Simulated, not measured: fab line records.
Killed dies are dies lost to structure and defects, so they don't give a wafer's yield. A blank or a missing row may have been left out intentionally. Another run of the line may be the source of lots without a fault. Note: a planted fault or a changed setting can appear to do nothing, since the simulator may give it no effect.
Lot-split experiment | flow n5-finfet | 7 lots, 39 wafers read, on a route of 1938 steps

== THE SPLIT ==
At N5_HKMG_FIN_ALD_91 (deposits TiN, target thk 1 nm, pulse time 1 s, purge time 3 s), the setting ald-cycles was moved away from the recipe's 47 on 18 of the 39 wafers read, by -44.7% to +42.6%. For the rest of the wafers, this setting stayed at what the recipe calls for.

The reading comes from the split's own step.

== THE READING ==
TiN_of_HKMG_FIN_ALD_91.thk-nm (the simulator's own value, which no gauge read), in nm, at N5_HKMG_FIN_ALD_91 (deposits TiN, target thk 1 nm, pulse time 1 s, purge time 3 s). The file does not state a usual value for it.

wafer  | tool, chamber at the split | ald-cycles as run | against the recipe | TiN_of_HKMG_FIN_ALD_91.thk-nm, nm | against lot-mates on the recipe
L075.1 | ald-metal-03, 3,0,2        | 47                | recipe             | 1                                 | -
L075.2 | ald-metal-03, 3,0,2        | 47                | recipe             | 1                                 | -
L075.6 | ald-metal-03, 3,0,2        | 47                | recipe             | 1                                 | -
L075.3 | ald-metal-03, 2,1,1        | 63                | +34.0%             | 1.4                               | +0.4
L075.4 | ald-metal-03, 2,1,1        | 63                | +34.0%             | 1.4                               | +0.4
L075.5 | ald-metal-03, 2,1,1        | 63                | +34.0%             | 1.4                               | +0.4
L076.1 | ald-metal-03, 2,0,0        | 26                | -44.7%             | 0.6                               | -0.4
L076.2 | ald-metal-03, 2,0,0        | 26                | -44.7%             | 0.6                               | -0.4
L076.5 | ald-metal-03, 2,0,0        | 26                | -44.7%             | 0.6                               | -0.4
L076.3 | ald-metal-03, 3,1,1        | 47                | recipe             | 1                                 | -
L076.4 | ald-metal-03, 3,1,1        | 47                | recipe             | 1                                 | -
L076.6 | ald-metal-03, 3,1,1        | 47                | recipe             | 1                                 | -
L079.1 | ald-metal-04, 1,3,2        | 39                | -17.0%             | 0.8                               | -0.2
L079.5 | ald-metal-04, 1,3,2        | 39                | -17.0%             | 0.8                               | -0.2
L079.6 | ald-metal-04, 1,3,2        | 39                | -17.0%             | 0.8                               | -0.2
L079.2 | ald-metal-04, 3,0,2        | 47                | recipe             | 1                                 | -
L079.3 | ald-metal-04, 3,0,2        | 47                | recipe             | 1                                 | -
L079.4 | ald-metal-04, 3,0,2        | 47                | recipe             | 1                                 | -
L081.1 | ald-metal-01, 0,1,3        | 47                | recipe             | 1                                 | -
L081.2 | ald-metal-01, 0,1,3        | 47                | recipe             | 1                                 | -
L081.4 | ald-metal-01, 0,1,3        | 47                | recipe             | 1                                 | -
L086.1 | ald-metal-04, 1,0,1        | 47                | recipe             | 1                                 | -
L086.5 | ald-metal-04, 1,0,1        | 47                | recipe             | 1                                 | -
L086.6 | ald-metal-04, 1,0,1        | 47                | recipe             | 1                                 | -
L086.2 | ald-metal-04, 3,0,2        | 67                | +42.6%             | 1.4                               | +0.4
L086.3 | ald-metal-04, 3,0,2        | 67                | +42.6%             | 1.4                               | +0.4
L086.4 | ald-metal-04, 3,0,2        | 67                | +42.6%             | 1.4                               | +0.4
L090.1 | ald-metal-01, 2,0,2        | 60                | +27.7%             | 1.2                               | +0.2
L090.2 | ald-metal-01, 2,0,2        | 60                | +27.7%             | 1.2                               | +0.2
L090.6 | ald-metal-01, 2,0,2        | 60                | +27.7%             | 1.2                               | +0.2
L090.3 | ald-metal-01, 3,1,1        | 47                | recipe             | 1                                 | -
L090.4 | ald-metal-01, 3,1,1        | 47                | recipe             | 1                                 | -
L090.5 | ald-metal-01, 3,1,1        | 47                | recipe             | 1                                 | -
L096.1 | ald-metal-04, 3,1,3        | 34                | -27.7%             | 0.8                               | -0.2
L096.3 | ald-metal-04, 3,1,3        | 34                | -27.7%             | 0.8                               | -0.2
L096.6 | ald-metal-04, 3,1,3        | 34                | -27.7%             | 0.8                               | -0.2
L096.2 | ald-metal-04, 0,2,0        | 47                | recipe             | 1                                 | -
L096.4 | ald-metal-04, 0,2,0        | 47                | recipe             | 1                                 | -
L096.5 | ald-metal-04, 0,2,0        | 47                | recipe             | 1                                 | -
The file does not say which wafer passed through which chamber wherever a row lists several chambers: such a row stands for several wafers.

FIT RESULTS
A straight line over all 39 wafers: TiN_of_HKMG_FIN_ALD_91.thk-nm changes by +0.00927 nm for each +1% of ald-cycles; r = +0.99; the points scatter about the line by 0.035 nm.
The same after taking each lot's own level away (the mean of its wafers on the recipe; 39 wafers): +0.00927 nm for each +1%; r = +0.99; scatter 0.035 nm.
That fit puts the effect of the largest move of ald-cycles on the reading at 0.41 nm.
The lots' own levels span 1.00 to 1.00 nm.
So the lot-to-lot level changes the slope little: the two slopes agree.
Check: for one of the wafers moved furthest among these (-44.7%), held out of the fit, the line's prediction against its lot-mates is -0.411 nm. It came out at -0.4 nm against them.

== FURTHER SPLITS ON THESE WAFERS ==
Other splits were also applied to these wafers ahead of the reading. Each is held against what the fit with the lots' levels taken away leaves over:
other split on the same wafers          | wafers away from the commonest value | r with TiN_of_HKMG_FIN_ALD_91.thk-nm (lot level and that fit taken away)
N5_ZERO_LAYER_DEVELOP_10 develop-time-s | 18                                   | -0.07
N5_FIN_SAQP_HM_DEP_72 target-thk-a      | 15                                   | +0.37
N5_DUMMY_GATE_HM_DEP_06 target-thk-a    | 18                                   | -0.36

== FILE'S OWN FIT ==
TiN_of_HKMG_FIN_ALD_91.thk-nm changes by +0.00928 nm for each +1% of ald-cycles, r = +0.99.
